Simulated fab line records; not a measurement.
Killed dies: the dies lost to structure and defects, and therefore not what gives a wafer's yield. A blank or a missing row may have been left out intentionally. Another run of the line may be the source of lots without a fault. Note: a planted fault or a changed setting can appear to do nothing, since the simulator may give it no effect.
The tool behind it: which one? -- flow n5-finfet -- Sampling: 24 lots, 72 wafers, 6 of 1938 route steps

## WHAT THE GAUGES READ, wafer by wafer
N5_BEOL_M11_OVL_MEAS_12. Usual: M11_OVL 0.7 nm, standard deviation 0.74.
lot,measured,on,M11_OVL (nm),flag
L074,day 11 01:40,overlay-02,2.1 0.6 1.7,
L076,day 11 11:10,overlay-02,1.1 -0.2 0.6,
L077,day 11 13:58,overlay-01,1.8 2.3 0.7,
L075,day 11 14:04,overlay-01,1.3 -0.4 1.0,
L078,day 11 19:08,overlay-02,1.1 0.4 1.5,
L079,day 12 05:33,overlay-02,1.4 0.6 0.3,
L080,day 12 12:10,overlay-02,0.6 0.8 1.3,
L083,day 12 23:25,overlay-01,0.5 0.0 -0.8,
L081,day 12 23:28,overlay-01,1.4 -0.1 0.0,
L082,day 13 06:17,overlay-02,1.5 1.1 1.1,
L084,day 13 09:38,overlay-01,0.7 0.3 0.6,
L086,day 13 09:56,overlay-01,1.5 0.3 1.4,
L087,day 14 04:05,overlay-02,-0.6 0.5 -0.4,
L088,day 14 11:17,overlay-01,1.7 1.1 0.5,
L085,day 14 11:20,overlay-02,0.7 0.3 0.3,
L089,day 14 11:43,overlay-01,-0.1 0.6 0.8,
L090,day 14 15:24,overlay-01,0.1 0.3 0.6,
L091,day 14 21:32,overlay-02,0.6 0.4 0.2,
L092,day 15 11:11,overlay-01,-0.5 0.6 -0.7,
L094,day 15 22:20,overlay-02,1.8 1.0 2.5,
L093,day 16 01:50,overlay-01,1.0 0.6 0.7,
L097,day 16 04:25,overlay-01,2.1 0.9 2.4,
L095,day 16 09:31,overlay-01,-0.2 -1.0 1.0,
L096,day 16 22:28,overlay-02,0.1 0.1 1.0,

N5_BEOL_M11_INSPECT_13: inspects for defects (brightfield). Usual: raw-defect-count reads 394 (standard deviation 85).
lot,measured,on,raw-defect-count,flag
L074,day 11 01:41,defect-inspect-02,394 398 363,
L076,day 11 11:11,defect-inspect-01,448 362 337,
L077,day 11 13:59,defect-inspect-02,294 361 298,
L075,day 11 14:05,defect-inspect-01,373 529 483,
L078,day 11 19:10,defect-inspect-01,349 405 428,
L079,day 12 05:34,defect-inspect-01,359 353 315,
L080,day 12 12:11,defect-inspect-01,329 309 379,
L083,day 12 23:27,defect-inspect-02,355 407 463,
L081,day 12 23:29,defect-inspect-01,488 467 507,
L082,day 13 06:19,defect-inspect-01,435 526 353,
L084,day 13 09:40,defect-inspect-01,425 460 279,
L086,day 13 09:58,defect-inspect-02,295 313 296,
L087,day 14 04:07,defect-inspect-01,387 333 609,
L088,day 14 11:19,defect-inspect-01,425 393 456,
L085,day 14 11:21,defect-inspect-01,415 387 288,
L089,day 14 11:44,defect-inspect-01,398 377 592,
L090,day 14 15:26,defect-inspect-01,563 526 498,
L091,day 14 21:34,defect-inspect-01,516 374 435,
L092,day 15 11:13,defect-inspect-01,464 317 340,
L094,day 15 22:22,defect-inspect-02,332 326 244,
L093,day 16 01:52,defect-inspect-01,310 349 379,
L097,day 16 04:26,defect-inspect-01,451 384 340,
L095,day 16 09:32,defect-inspect-02,399 322 389,
L096,day 16 22:30,defect-inspect-02,383 304 401,

N5_BEOL_M11_INSPECT_58: inspects for defects (darkfield). Usual: raw-defect-count reads 73 (standard deviation 24).
lot,measured,on,raw-defect-count,flag
L074,day 11 07:54,defect-inspect-02,60 56 72,
L076,day 11 16:24,defect-inspect-01,82 53 73,
L077,day 11 20:37,defect-inspect-02,53 46 61,
L075,day 11 20:20,defect-inspect-01,111 36 83,
L078,day 12 02:20,defect-inspect-02,60 67 66,
L079,day 12 12:43,defect-inspect-01,111 53 79,
L080,day 12 21:25,defect-inspect-02,88 69 98,
L083,day 13 06:06,defect-inspect-02,95 35 65,
L081,day 13 06:14,defect-inspect-02,54 57 72,
L082,day 13 11:11,defect-inspect-01,98 99 105,
L084,day 13 17:01,defect-inspect-02,62 51 108,
L086,day 13 16:04,defect-inspect-02,102 42 66,
L087,day 14 11:35,defect-inspect-01,71 67 65,
L088,day 14 17:10,defect-inspect-01,96 68 63,
L085,day 14 18:39,defect-inspect-01,57 139 104,
L089,day 14 17:40,defect-inspect-01,74 68 75,
L090,day 14 22:26,defect-inspect-01,100 116 79,
L091,day 15 04:32,defect-inspect-02,52 71 70,
L092,day 15 17:51,defect-inspect-02,107 102 68,
L094,day 16 03:19,defect-inspect-01,109 112 183,
L093,day 16 06:30,defect-inspect-02,51 70 65,
L097,day 16 15:44,defect-inspect-02,72 107 50,
L095,day 16 18:10,defect-inspect-02,61 46 97,
L096,day 17 04:42,defect-inspect-02,38 67 33,

## WHICH TOOL RAN EACH LOT (tool, then ch and the chambers of the sampled wafers, then the start)
lot,N5_BEOL_M11_ETCH_66,N5_BEOL_M11_TRENCH_ETCH_37,N5_BEOL_M11_PRE_CLEAN_45
L074,"rie-diel-03 ch 1,2,3, day 11 04:10","rie-diel-03 ch 1,2,3, day 11 05:23 or earlier","pvd-sputter-01, day 11 05:23"
L076,"rie-diel-04 ch 0,1, day 11 12:59","rie-diel-04 ch 0,1, day 11 14:22 or earlier","pvd-sputter-02, day 11 14:22"
L077,"rie-diel-04 ch 0,1,2, day 11 17:01","rie-diel-04 ch 0,1,2, day 11 18:28 or earlier","pvd-sputter-03, day 11 18:28"
L075,"rie-diel-04 ch 1,2,3, day 11 16:34","rie-diel-04 ch 1,2,3, day 11 18:23 or earlier","pvd-sputter-03, day 11 18:23"
L078,"rie-diel-06 ch 1,2,3, day 11 21:40","rie-diel-06 ch 1,2,3, day 11 22:59 or earlier","pvd-sputter-01, day 11 22:59"
L079,"rie-diel-03 ch 1,3, day 12 09:22","rie-diel-03 ch 1,3, day 12 10:47 or earlier","pvd-sputter-02, day 12 10:47"
L080,"rie-diel-06 ch 0,1,2, day 12 17:21","rie-diel-06 ch 0,1,2, day 12 19:28 or earlier","pvd-sputter-01, day 12 19:28"
L083,"rie-diel-04 ch 1,3, day 13 02:22","rie-diel-04 ch 1,3, day 13 03:46 or earlier","pvd-sputter-01, day 13 03:46"
L081,"rie-diel-04 ch 1,2,3, day 13 02:50","rie-diel-04 ch 1,2,3, day 13 04:16 or earlier","pvd-sputter-03, day 13 04:16"
L082,"rie-diel-06 ch 2,3, day 13 07:57","rie-diel-06 ch 2,3, day 13 09:15 or earlier","pvd-sputter-01, day 13 09:15"
L084,"rie-diel-04 ch 0,1, day 13 14:04","rie-diel-04 ch 0,1, day 13 15:17 or earlier","pvd-sputter-02, day 13 15:17"
L086,"rie-diel-04 ch 0,1,2, day 13 13:10","rie-diel-04 ch 0,1,2, day 13 14:23 or earlier","pvd-sputter-02, day 13 14:23"
L087,"rie-diel-03 ch 0,2,3, day 14 05:22","rie-diel-03 ch 0,2,3, day 14 08:52 or earlier","pvd-sputter-03, day 14 08:52"
L088,"rie-diel-04 ch 0,1,3, day 14 14:04","rie-diel-04 ch 0,1,3, day 14 15:24 or earlier","pvd-sputter-01, day 14 15:24"
L085,"rie-diel-03 ch 1,2, day 14 14:37","rie-diel-03 ch 1,2, day 14 16:13 or earlier","pvd-sputter-01, day 14 16:13"
L089,"rie-diel-06 ch 1,2,3, day 14 14:21","rie-diel-06 ch 1,2,3, day 14 15:38 or earlier","pvd-sputter-01, day 14 15:38"
L090,"rie-diel-06 ch 1,2,3, day 14 18:32","rie-diel-06 ch 1,2,3, day 14 20:38 or earlier","pvd-sputter-03, day 14 20:38"
L091,"rie-diel-04 ch 0,3, day 15 00:21","rie-diel-04 ch 0,3, day 15 02:34 or earlier","pvd-sputter-01, day 15 02:34"
L092,"rie-diel-06 ch 0,2, day 15 14:51","rie-diel-06 ch 0,2, day 15 15:55 or earlier","pvd-sputter-02, day 15 15:55"
L094,"rie-diel-06 ch 1,2, day 15 23:33","rie-diel-06 ch 1,2, day 16 01:07 or earlier","pvd-sputter-03, day 16 01:07"
L093,"rie-diel-03 ch 0,2,3, day 16 03:02","rie-diel-03 ch 0,2,3, day 16 04:56 or earlier","pvd-sputter-01, day 16 04:56"
L097,"rie-diel-04 ch 1,2, day 16 13:01","rie-diel-04 ch 1,2, day 16 13:59 or earlier","pvd-sputter-03, day 16 13:59"
L095,"rie-diel-06 ch 1,2, day 16 15:01","rie-diel-06 ch 1,2, day 16 16:17 or earlier","pvd-sputter-03, day 16 16:17"
L096,"rie-diel-03 ch 1,2,3, day 17 01:01","rie-diel-03 ch 1,2,3, day 17 02:01 or earlier","pvd-sputter-03, day 17 02:01"
- N5_BEOL_M11_ETCH_66: etches SOC in N2/H2, target depth 120 nm, overetch 24 nm, time 180 s.
- N5_BEOL_M11_TRENCH_ETCH_37: etches SiCOH lowk in C4F6/O2, target depth 148.83 nm, time 48 s.
- N5_BEOL_M11_PRE_CLEAN_45: time 30 s.

## AS READ BY THE TOOLS THEMSELVES (means over the sampled wafers that have a number; for cases with no such wafer, the mark the record gives instead)
N5_BEOL_M11_ETCH_66. Usual: drypump-motor-current-A 5.8 A, standard deviation 0.35; h2-flow-sccm 200.0 sccm, standard deviation 0.54; oes-product-au 0.64 a.u., standard deviation 0.067; rf-vpp-V 523.5 V, standard deviation 2.7; showerhead-plenum-p-Torr 2.53 Torr, standard deviation 0.093; throttle-valve-pct 17.84 %, standard deviation 0.28.
lot,tool,drypump-motor-current-A (A),h2-flow-sccm (sccm),oes-product-au (a.u.),rf-vpp-V (V),showerhead-plenum-p-Torr (Torr),throttle-valve-pct (%),flag
L074,rie-diel-03,5.9,200.3,0.65,523.1,2.52,17.80,
L076,rie-diel-04,5.8,200.3,0.65,523.6,2.53,17.58,
L077,rie-diel-04,5.8,200.3,0.66,523.5,2.57,17.73,
L075,rie-diel-04,5.8,199.5,0.66,525.8,2.64,17.82,
L078,rie-diel-06,5.9,199.2,0.58,520.7,2.43,17.96,
L079,rie-diel-03,6.4,199.8,0.62,522.2,2.46,17.81,
L080,rie-diel-06,5.6,199.5,0.58,521.3,2.49,18.26,
L083,rie-diel-04,5.7,199.8,0.60,526.6,2.65,17.89,
L081,rie-diel-04,5.8,200.3,0.64,526.6,2.63,17.84,
L082,rie-diel-06,5.8,199.6,0.58,520.8,2.42,18.01,
L084,rie-diel-04,5.7,199.6,0.61,524.6,2.58,17.79,
L086,rie-diel-04,5.8,199.5,0.65,524.0,2.57,17.76,
L087,rie-diel-03,5.8,199.9,0.68,524.0,2.54,17.66,
L088,rie-diel-04,5.7,200.2,0.62,525.0,2.59,17.73,
L085,rie-diel-03,5.4,199.6,0.65,524.0,2.56,17.86,
L089,rie-diel-06,5.9,199.8,0.57,521.0,2.42,18.00,
L090,rie-diel-06,5.9,200.2,0.57,520.2,2.42,17.99,
L091,rie-diel-04,5.7,199.8,0.65,524.6,2.54,17.55,
L092,rie-diel-06,5.5,199.8,0.64,521.9,2.49,18.17,
L094,rie-diel-06,5.8,199.6,0.58,519.5,2.42,18.18,
L093,rie-diel-03,5.8,199.9,0.67,523.6,2.53,17.69,
L097,rie-diel-04,5.9,200.3,0.65,525.7,2.59,17.93,
L095,rie-diel-06,5.7,200.2,0.57,520.4,2.42,18.21,
L096,rie-diel-03,5.9,199.6,0.69,522.5,2.50,17.74,

N5_BEOL_M11_TRENCH_ETCH_37. Usual: drypump-motor-current-A 5.8 A, standard deviation 0.35; mfc-ar-sccm 300.0 sccm, standard deviation 0.95; oes-product-au 0.79 a.u., standard deviation 0.086; rf-vpp-V 667 V, standard deviation 6.5; showerhead-plenum-p-Torr 2.83 Torr, standard deviation 0.098; throttle-valve-pct 20.94 %, standard deviation 0.26.
lot,tool,drypump-motor-current-A (A),mfc-ar-sccm (sccm),oes-product-au (a.u.),rf-vpp-V (V),showerhead-plenum-p-Torr (Torr),throttle-valve-pct (%),flag
L074,rie-diel-03,5.9,298.8,0.80,673,2.82,20.93,
L076,rie-diel-04,5.7,299.8,0.81,658,2.84,20.75,
L077,rie-diel-04,5.8,300.6,0.83,662,2.88,20.83,
L075,rie-diel-04,5.8,299.4,0.82,665,2.94,20.91,
L078,rie-diel-06,5.9,298.9,0.71,669,2.72,21.02,
L079,rie-diel-03,6.4,300.3,0.76,668,2.77,20.97,
L080,rie-diel-06,5.6,299.9,0.71,669,2.80,21.31,
L083,rie-diel-04,5.7,300.8,0.74,663,2.96,21.02,
L081,rie-diel-04,5.8,300.5,0.81,665,2.94,20.92,
L082,rie-diel-06,5.8,300.0,0.70,666,2.72,21.07,
L084,rie-diel-04,5.7,300.0,0.74,660,2.89,20.94,
L086,rie-diel-04,5.8,299.6,0.81,662,2.87,20.85,
L087,rie-diel-03,5.8,300.9,0.84,672,2.84,20.79,
L088,rie-diel-04,5.7,299.1,0.78,661,2.90,20.84,
L085,rie-diel-03,5.4,299.5,0.80,676,2.86,20.94,
L089,rie-diel-06,5.9,300.7,0.70,668,2.71,21.04,
L090,rie-diel-06,5.9,300.9,0.70,669,2.71,21.05,
L091,rie-diel-04,5.7,299.9,0.82,658,2.85,20.67,
L092,rie-diel-06,5.5,298.7,0.78,667,2.79,21.25,
L094,rie-diel-06,5.8,300.5,0.71,668,2.71,21.21,
L093,rie-diel-03,5.8,299.4,0.83,671,2.83,20.81,
L097,rie-diel-04,5.9,300.3,0.81,666,2.90,20.96,
L095,rie-diel-06,5.8,301.1,0.70,667,2.71,21.22,
L096,rie-diel-03,5.9,300.9,0.86,672,2.81,20.88,

N5_BEOL_M11_PRE_CLEAN_45. Usual: heater-power-w reads 325 W (standard deviation 31).
lot,tool,heater-power-w (W),flag
L074,pvd-sputter-01,317,
L076,pvd-sputter-02,336,
L077,pvd-sputter-03,337,
L075,pvd-sputter-03,325,
L078,pvd-sputter-01,307,
L079,pvd-sputter-02,315,
L080,pvd-sputter-01,284,
L083,pvd-sputter-01,333,
L081,pvd-sputter-03,329,
L082,pvd-sputter-01,303,
L084,pvd-sputter-02,361,
L086,pvd-sputter-02,312,
L087,pvd-sputter-03,340,
L088,pvd-sputter-01,308,
L085,pvd-sputter-01,301,
L089,pvd-sputter-01,319,
L090,pvd-sputter-03,330,
L091,pvd-sputter-01,312,
L092,pvd-sputter-02,341,
L094,pvd-sputter-03,324,
L093,pvd-sputter-01,318,
L097,pvd-sputter-03,315,
L095,pvd-sputter-03,329,
L096,pvd-sputter-03,334,

## THE ANSWER, worked out from the rows above alone
Rule: a lot is off if the mean of its wafers that have a number lies more than 3 standard deviations from the usual mean. A lot without any number at a reading at which 4 lots or more have one is off too. All remaining lots with rows at the step are treated as sound. The gauges are gone through in route order, then the tools' own readings, and for those a lot's mean is taken as printed above. The first step at which some lot is off is used, and at that step the reading that is off furthest; a lot without a number counts as furthest.
No lot is off on any of the readings shown, so nothing can be concluded from this.

## WHAT THE SIMULATOR HAD INSERTED
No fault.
